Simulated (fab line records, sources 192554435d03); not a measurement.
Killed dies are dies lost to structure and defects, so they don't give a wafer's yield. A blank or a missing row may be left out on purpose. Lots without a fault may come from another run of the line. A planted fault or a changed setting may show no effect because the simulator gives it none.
One fault seen from 2 desks | flow n5_finfet | each desk has only its own numbers; what lay behind them comes last

THE METROLOGY DESK
What the gauges read, lot by lot, whatever tool the lot ran on: means of the sampled wafers that have a number. A lot is out of limits, marked OUT, if its mean lies more than 4 standard deviations from the usual mean; the brackets give that distance.
Columns: A = V6_OVL at N5_BEOL_M7_OVL_MEAS_29, usual 0.0 nm
lot  | first seen here | A
L523 | day 9 20:02     | -0.1
L524 | day 10 05:29    | -0.6
L528 | day 10 10:29    | 0.7
L531 | day 11 07:47    | 0.0
L529 | day 11 17:07    | -0.3
L533 | day 12 03:39    | 0.9
L535 | day 12 18:14    | -0.6
L538 | day 13 17:55    | 0.0
L544 | day 14 15:23    | -0.7
L542 | day 14 18:11    | -0.9
L545 | day 14 23:02    | 0.5
This desk's finding: nothing out of limits on any of the 11 lots.

THE TOOL OWNER'S DESK: litho_track-02
The tool's own readings at N5_BEOL_M7_COAT_22 (resist thk 30 nm): means of the sampled wafers that have a number, for each lot that ran on this tool. A lot is out of limits, marked OUT, if its mean lies more than 4 standard deviations from the usual mean; the brackets give that distance.
Columns: A = spin_speed_rpm at N5_BEOL_M7_COAT_22, usual 1500.1 rpm
lot  | first seen here | A
L528 | day 10 10:11    | 1498.5
L531 | day 11 07:29    | 1499.4
L533 | day 12 03:21    | 1499.5
L535 | day 12 17:57    | 1499.3
L538 | day 13 17:29    | 1548.9 (+49) OUT
L542 | day 14 17:53    | 1549.4 (+49) OUT
This desk's finding: out of limits on L538, L542; first on L538, day 13 17:29 (spin_speed_rpm at N5_BEOL_M7_COAT_22). In limits: L528, L531, L533, L535.

PUT TOGETHER
The tool owner's desk could have raised an alarm at day 13 17:29, on L538, L542.
The metrology desk saw nothing out of limits.
The metrology desk has L538, L542 on record, within its limits.
Of the lots named, all ran N5_BEOL_M7_COAT_22 on litho_track-02.

WHAT THE SIMULATOR HAD PUT IN
Process parameter drift: litho_track-02, from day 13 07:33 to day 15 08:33, at N5_BEOL_M7_COAT_22. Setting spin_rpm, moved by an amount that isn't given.
Lots struck among those shown: L538, L542.
Hours from the fault's start to each desk's first reading out of limits: the tool owner's desk, 10.
